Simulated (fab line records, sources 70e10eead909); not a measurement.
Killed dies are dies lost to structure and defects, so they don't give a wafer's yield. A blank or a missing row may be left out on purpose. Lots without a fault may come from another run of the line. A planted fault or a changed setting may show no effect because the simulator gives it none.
Chamber matching | flow nand_harc | NHARC_A_CHANNEL_FILL_D1_ALD_25 on ald_hk-03: 4 sister chambers
The step deposits SiOx, target thk 60 nm, pulse time 10 s, ald cycles 600. 14 wafers are shown with their chamber, then 6 later ones without.

WAFERS WITH THEIR CHAMBER
wafer  | chamber | heater_power_w (W) | precursor_pulse_height_rel
L231.2 | 0       | 464                | 1.045
L231.1 | 2       | 477                | 1.000
L231.5 | 0       | 458                | 0.993
L233.3 | 0       | 458                | 1.024
L233.5 | 1       | 429                | 0.983
L233.6 | 0       | 459                | 1.005
L242.5 | 2       | 485                | 0.993
L242.6 | 1       | 437                | 0.966
L245.4 | 0       | 464                | 0.993
L245.1 | 2       | 478                | 1.014
L245.5 | 0       | 475                | 1.033
L248.1 | 3       | 475                | 0.990
L248.2 | 2       | 514                | 1.033
L248.4 | 1       | 433                | 1.034

SIGNATURES (means of the wafers above)
reading                    | chamber 0 | chamber 1 | chamber 2 | chamber 3 | scatter within a chamber
heater_power_w             | 463.00    | 433.00    | 488.50    | 475.00    | 10.7
precursor_pulse_height_rel | 1.01550   | 0.99433   | 1.01000   | 0.99000   | 0.0241
Rule: a wafer's distance from a chamber is the root of the sum, over the readings, of the square of ((its reading less the chamber's mean) divided by the reading's scatter). The wafer belongs to the nearest chamber; if the next one is less than 2 further off, it can't be placed. The scatter: the root of (the sum of the squares of (reading less its chamber's mean) over the shown wafers, divided by (wafers less chambers)).

WAFERS WITHOUT THEIR CHAMBER
wafer  | heater_power_w (W) | precursor_pulse_height_rel
L250.4 | 515                | 1.006
L250.3 | 449                | 0.997
L250.6 | 509                | 0.962
L251.1 | 449                | 0.967
L251.2 | 490                | 0.994
L251.6 | 509                | 0.975

WHICH CHAMBER EACH WENT THROUGH
wafer  | from the rows above          | in truth
L250.4 | can't be placed: 2 or 3      | 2
L250.3 | can't be placed: 1 or 0 or 3 | 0
L250.6 | can't be placed: 2 or 3      | 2
L251.1 | can't be placed: 1 or 0 or 3 | 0
L251.2 | can't be placed: 2 or 3 or 0 | 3
L251.6 | can't be placed: 2 or 3      | 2
Placed correctly: 0 of 6. Can't be placed from these rows: 6 (the true chamber is among the candidates in 6). Placed wrongly: 0.
